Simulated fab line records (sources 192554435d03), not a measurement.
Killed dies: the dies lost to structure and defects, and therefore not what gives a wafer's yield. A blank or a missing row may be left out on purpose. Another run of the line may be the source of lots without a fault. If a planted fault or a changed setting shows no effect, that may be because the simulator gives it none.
Split-lot trial :: flow n5_finfet :: 39 wafers read across 7 lots, on a route 1938 steps long

THE SPLIT ITSELF
At N5_GATE_CUT_ETCH_56 (etches TiN in Cl2/Ar, target depth 21.6 nm), the setting icp_w was moved away from the recipe's 600 W on 15 of the 39 wafers read, by -18.0% to +14.6%. This setting was run at the recipe's value on the other wafers.

The split's own step is where the reading is taken.

THE READING
etch.depth_nm (the simulator's own value, which no gauge read), in nm, at N5_GATE_CUT_ETCH_56 (etches TiN in Cl2/Ar, target depth 21.6 nm). The file does not state a usual value for it. The 24 wafers here that ran the recipe average 21.99 nm, standard deviation 0.23 nm.

wafer: L075.1
tool, chamber at the split: rie_metal-01, 1
icp_w as run, W: 600
against the recipe: recipe
etch.depth_nm, nm: 21.8
against lot-mates on the recipe: -

wafer: L075.2
tool, chamber at the split: rie_metal-01, 0
icp_w as run, W: 687.7
against the recipe: +14.6%
etch.depth_nm, nm: 24.98
against lot-mates on the recipe: +3.08

wafer: L075.3
tool, chamber at the split: rie_metal-01, 0
icp_w as run, W: 687.7
against the recipe: +14.6%
etch.depth_nm, nm: 25.01
against lot-mates on the recipe: +3.11

wafer: L075.4
tool, chamber at the split: rie_metal-01, 1
icp_w as run, W: 600
against the recipe: recipe
etch.depth_nm, nm: 21.76
against lot-mates on the recipe: -

wafer: L075.5
tool, chamber at the split: rie_metal-01, 1
icp_w as run, W: 687.7
against the recipe: +14.6%
etch.depth_nm, nm: 24.55
against lot-mates on the recipe: +2.65

wafer: L075.6
tool, chamber at the split: rie_metal-01, 0
icp_w as run, W: 600
against the recipe: recipe
etch.depth_nm, nm: 22.13
against lot-mates on the recipe: -

wafer: L076.1
tool, chamber at the split: rie_metal-01, 1
icp_w as run, W: 600
against the recipe: recipe
etch.depth_nm, nm: 21.84
against lot-mates on the recipe: -

wafer: L076.2
tool, chamber at the split: rie_metal-01, 0
icp_w as run, W: 600
against the recipe: recipe
etch.depth_nm, nm: 21.86
against lot-mates on the recipe: -

wafer: L076.3
tool, chamber at the split: rie_metal-01, 0
icp_w as run, W: 600
against the recipe: recipe
etch.depth_nm, nm: 22.11
against lot-mates on the recipe: -

wafer: L076.4
tool, chamber at the split: rie_metal-01, 1
icp_w as run, W: 600
against the recipe: recipe
etch.depth_nm, nm: 21.81
against lot-mates on the recipe: -

wafer: L076.5
tool, chamber at the split: rie_metal-01, 1
icp_w as run, W: 600
against the recipe: recipe
etch.depth_nm, nm: 21.68
against lot-mates on the recipe: -

wafer: L076.6
tool, chamber at the split: rie_metal-01, 0
icp_w as run, W: 600
against the recipe: recipe
etch.depth_nm, nm: 22.04
against lot-mates on the recipe: -

wafer: L084.1
tool, chamber at the split: rie_metal-03, 0
icp_w as run, W: 534.9
against the recipe: -10.9%
etch.depth_nm, nm: 19.67
against lot-mates on the recipe: -2.36

wafer: L084.2
tool, chamber at the split: rie_metal-03, 1
icp_w as run, W: 600
against the recipe: recipe
etch.depth_nm, nm: 22.27
against lot-mates on the recipe: -

wafer: L084.3
tool, chamber at the split: rie_metal-03, 1
icp_w as run, W: 534.9
against the recipe: -10.9%
etch.depth_nm, nm: 20.01
against lot-mates on the recipe: -2.02

wafer: L084.4
tool, chamber at the split: rie_metal-03, 0
icp_w as run, W: 600
against the recipe: recipe
etch.depth_nm, nm: 21.65
against lot-mates on the recipe: -

wafer: L084.5
tool, chamber at the split: rie_metal-03, 0
icp_w as run, W: 534.9
against the recipe: -10.9%
etch.depth_nm, nm: 19.66
against lot-mates on the recipe: -2.37

wafer: L084.6
tool, chamber at the split: rie_metal-03, 1
icp_w as run, W: 600
against the recipe: recipe
etch.depth_nm, nm: 22.17
against lot-mates on the recipe: -

wafer: L087.1
tool, chamber at the split: rie_metal-02, 1
icp_w as run, W: 600
against the recipe: recipe
etch.depth_nm, nm: 22.08
against lot-mates on the recipe: -

wafer: L087.2
tool, chamber at the split: rie_metal-02, 0
icp_w as run, W: 600
against the recipe: recipe
etch.depth_nm, nm: 21.84
against lot-mates on the recipe: -

wafer: L087.3
tool, chamber at the split: rie_metal-02, 0
icp_w as run, W: 560.3
against the recipe: -6.6%
etch.depth_nm, nm: 20.51
against lot-mates on the recipe: -1.57

wafer: L087.4
tool, chamber at the split: rie_metal-02, 1
icp_w as run, W: 600
against the recipe: recipe
etch.depth_nm, nm: 22.33
against lot-mates on the recipe: -

wafer: L087.5
tool, chamber at the split: rie_metal-02, 0
icp_w as run, W: 560.3
against the recipe: -6.6%
etch.depth_nm, nm: 20.6
against lot-mates on the recipe: -1.48

wafer: L087.6
tool, chamber at the split: rie_metal-02, 1
icp_w as run, W: 560.3
against the recipe: -6.6%
etch.depth_nm, nm: 21.01
against lot-mates on the recipe: -1.07

wafer: L088.2
tool, chamber at the split: rie_metal-03, 1
icp_w as run, W: 600
against the recipe: recipe
etch.depth_nm, nm: 22.35
against lot-mates on the recipe: -

wafer: L088.3
tool, chamber at the split: rie_metal-03, 1
icp_w as run, W: 600
against the recipe: recipe
etch.depth_nm, nm: 22.17
against lot-mates on the recipe: -

wafer: L088.5
tool, chamber at the split: rie_metal-03, 1
icp_w as run, W: 600
against the recipe: recipe
etch.depth_nm, nm: 22.19
against lot-mates on the recipe: -

wafer: L091.1
tool, chamber at the split: rie_metal-02, 0
icp_w as run, W: 600
against the recipe: recipe
etch.depth_nm, nm: 21.77
against lot-mates on the recipe: -

wafer: L091.2
tool, chamber at the split: rie_metal-02, 1
icp_w as run, W: 600
against the recipe: recipe
etch.depth_nm, nm: 22.19
against lot-mates on the recipe: -

wafer: L091.3
tool, chamber at the split: rie_metal-02, 0
icp_w as run, W: 492.2
against the recipe: -18.0%
etch.depth_nm, nm: 18.26
against lot-mates on the recipe: -3.83

wafer: L091.4
tool, chamber at the split: rie_metal-02, 1
icp_w as run, W: 600
against the recipe: recipe
etch.depth_nm, nm: 22.32
against lot-mates on the recipe: -

wafer: L091.5
tool, chamber at the split: rie_metal-02, 0
icp_w as run, W: 492.2
against the recipe: -18.0%
etch.depth_nm, nm: 18.3
against lot-mates on the recipe: -3.79

wafer: L091.6
tool, chamber at the split: rie_metal-02, 1
icp_w as run, W: 492.2
against the recipe: -18.0%
etch.depth_nm, nm: 18.79
against lot-mates on the recipe: -3.30

wafer: L094.1
tool, chamber at the split: rie_metal-01, 1,0
icp_w as run, W: 513
against the recipe: -14.5%
etch.depth_nm, nm: 19.16
against lot-mates on the recipe: -2.67

wafer: L094.2
tool, chamber at the split: rie_metal-01, 1,0
icp_w as run, W: 513
against the recipe: -14.5%
etch.depth_nm, nm: 19.16
against lot-mates on the recipe: -2.67

wafer: L094.3
tool, chamber at the split: rie_metal-01, 1
icp_w as run, W: 513
against the recipe: -14.5%
etch.depth_nm, nm: 19.09
against lot-mates on the recipe: -2.74

wafer: L094.4
tool, chamber at the split: rie_metal-01, 0
icp_w as run, W: 600
against the recipe: recipe
etch.depth_nm, nm: 21.96
against lot-mates on the recipe: -

wafer: L094.5
tool, chamber at the split: rie_metal-01, 0
icp_w as run, W: 600
against the recipe: recipe
etch.depth_nm, nm: 21.95
against lot-mates on the recipe: -

wafer: L094.6
tool, chamber at the split: rie_metal-01, 1
icp_w as run, W: 600
against the recipe: recipe
etch.depth_nm, nm: 21.58
against lot-mates on the recipe: -
Rows listing several chambers each stand for several wafers; the file does not say which wafer went through which chamber.

FIT RESULTS
A straight line over all 39 wafers: etch.depth_nm changes by +0.197 nm for each +1% of icp_w; r = +0.99; the points scatter about the line by 0.22 nm.
The same after taking each lot's own level away (the mean of its wafers on the recipe; 39 wafers): +0.2 nm for each +1%; r = +0.99; scatter 0.2 nm.
Per that fit: largest icp_w move, reading shift of 3.6 nm.
Measured against the standard deviation above, the lots' own levels, which go from 21.830 to 22.237 nm, span 1.8 times it.
So the lot-to-lot level changes the slope little: the two slopes agree.
Check: for one of the wafers moved furthest among these (-18.0%), held out of the fit, the line's prediction against its lot-mates is -3.55 nm. It came out at -3.83 nm against them.

FURTHER SPLITS ON THESE WAFERS
Before the reading, these wafers also passed through other splits. Each is held against what the fit with the lots' levels taken away leaves over:
other split on the same wafers: N5_FIN_CUT_CUT_ETCH_15 time_s
wafers away from the commonest value: 15
r with etch.depth_nm (lot level and that fit taken away): +0.03

other split on the same wafers: N5_DUMMY_GATE_ETCH_42 bias_w
wafers away from the commonest value: 18
r with etch.depth_nm (lot level and that fit taken away): -0.08

other split on the same wafers: N5_SD_EPI_N_ETCH_16 target_depth_a
wafers away from the commonest value: 6
r with etch.depth_nm (lot level and that fit taken away): +0.22

other split on the same wafers: N5_HKMG_FIN_ETCH_35 time_s
wafers away from the commonest value: 15
r with etch.depth_nm (lot level and that fit taken away): -0.10

THE FILE'S OWN FIT
etch.depth_nm changes by +0.2 nm for each +1% of icp_w, r = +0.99.
